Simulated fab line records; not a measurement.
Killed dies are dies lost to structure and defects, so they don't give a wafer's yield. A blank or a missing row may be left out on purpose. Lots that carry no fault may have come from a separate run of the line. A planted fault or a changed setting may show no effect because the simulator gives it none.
Split-lot trial + flow n5 finfet + on a route of 1938 steps: 7 lots, 21 wafers read

## THE SPLIT
At N5_WELL_APT_PEB_06 (peb time 90 s), the setting peb time s was moved away from the recipe's 90 s on 6 of the 21 wafers read, by +7.1% to +9.1%. The other wafers ran this setting at the recipe's value.

## FROM THE SPLIT TO THE READING: what the file shows between them, 2 steps
- N5_WELL_APT_DEVELOP_07: develop time 45 s (also split here: develop time s)
- N5_WELL_APT_HARDBAKE_12: time 120 s

## THE READING
cd nm (nm) at N5_WELL_APT_CD_MEAS_08, where the cd target is 200 nm. A value of 200.2 nm with a standard deviation of 1.1 nm is what fault-free wafers of this fab line usually give.

| wafer  | tool, chamber at the split | peb time s as run, s | against the recipe | cd nm, nm | against lot-mates on the recipe |
|--------|----------------------------|----------------------|--------------------|-----------|---------------------------------|
| L075.1 | litho track-03, 0          | 90                   | recipe             | 199.3     | -                               |
| L075.3 | litho track-03, 0          | 96.37                | +7.1%              | 201.8     | +2.5                            |
| L075.4 | litho track-03, 0          | 96.37                | +7.1%              | 202.3     | +3.0                            |
| L080.2 | litho track-03, 0          | 90                   | recipe             | 198.8     | -                               |
| L080.4 | litho track-03, 0          | 90                   | recipe             | 199.5     | -                               |
| L080.6 | litho track-03, 0          | 90                   | recipe             | 200.5     | -                               |
| L088.1 | litho track-01, 0          | 90                   | recipe             | 200.8     | -                               |
| L088.3 | litho track-01, 0          | 90                   | recipe             | 201.3     | -                               |
| L088.4 | litho track-01, 0          | 90                   | recipe             | 201.6     | -                               |
| L090.3 | litho track-01, 0          | 97.27                | +8.1%              | 205.6     | +6.1                            |
| L090.4 | litho track-01, 0          | 97.27                | +8.1%              | 204.6     | +5.1                            |
| L090.6 | litho track-01, 0          | 90                   | recipe             | 199.5     | -                               |
| L091.3 | litho track-01, 0          | 90                   | recipe             | 198.8     | -                               |
| L091.5 | litho track-01, 0          | 90                   | recipe             | 199.9     | -                               |
| L091.6 | litho track-01, 0          | 90                   | recipe             | 198.9     | -                               |
| L093.2 | litho track-01, 0          | 90                   | recipe             | 201.5     | -                               |
| L093.3 | litho track-01, 0          | 90                   | recipe             | 203.1     | -                               |
| L093.6 | litho track-01, 0          | 90                   | recipe             | 202.3     | -                               |
| L095.2 | litho track-04, 0          | 98.2                 | +9.1%              | 203.3     | +3.4                            |
| L095.3 | litho track-04, 0          | 98.2                 | +9.1%              | 203.8     | +3.9                            |
| L095.5 | litho track-04, 0          | 90                   | recipe             | 199.9     | -                               |

FIT RESULTS
A straight line over all 21 wafers: cd nm changes by +0.399 nm for each +1% of peb time s; r = +0.76; the points scatter about the line by 1.3 nm.
The same after taking each lot's own level away (the mean of its wafers on the recipe; 21 wafers): +0.494 nm for each +1%; r = +0.92; scatter 0.8 nm.
According to that fit, moving peb time s by its largest amount changes the reading by 4.5 nm.
Measured against the standard deviation above, the lots' own levels, which go from 199.20 to 202.30 nm, span 2.8 times it.
So the lot-to-lot level blurs the effect unless lot-mates are compared.
Check: with one of the wafers moved furthest among these (+9.1%) left out of the fit, the line predicts +4.79 nm for it against its lot-mates. It came out at +3.4 nm against them.

## FURTHER SPLITS ON THESE WAFERS
Before the reading, these wafers also passed through other splits. Each is held against what the fit with the lots' levels taken away leaves over:
| other split on the same wafers        | wafers away from the commonest value | r with cd nm (lot level and that fit taken away) |
|---------------------------------------|--------------------------------------|--------------------------------------------------|
| N5_ZERO_LAYER_COAT_05 spin rpm        | 8                                    | +0.09                                            |
| N5_ZERO_LAYER_EXPOSE_08 dose mj       | 9                                    | -0.48                                            |
| N5_WELL_APT_DEVELOP_07 develop time s | 7                                    | +0.21                                            |

## THE WHOLE CHAIN: every reading that the file lists as answering this split, in the file's order
| step                   | what it does             | reading                                                         | change (the file's fit)               | r (the file's) |
|------------------------|--------------------------|-----------------------------------------------------------------|---------------------------------------|----------------|
| N5_WELL_APT_CD_MEAS_08 | target cd 200 nm         | cd nm                                                           | +0.491 nm for each +1% of the setting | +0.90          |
| N5_WELL_APT_DESCUM_13  | chemistry O2, time 7.9 s | WELL_APT.cd nm (the simulator's own value, which no gauge read) | +0.475 nm for each +1% of the setting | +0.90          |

## THE FILE'S OWN FIT
cd nm changes by +0.491 nm for each +1% of peb time s, r = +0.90.
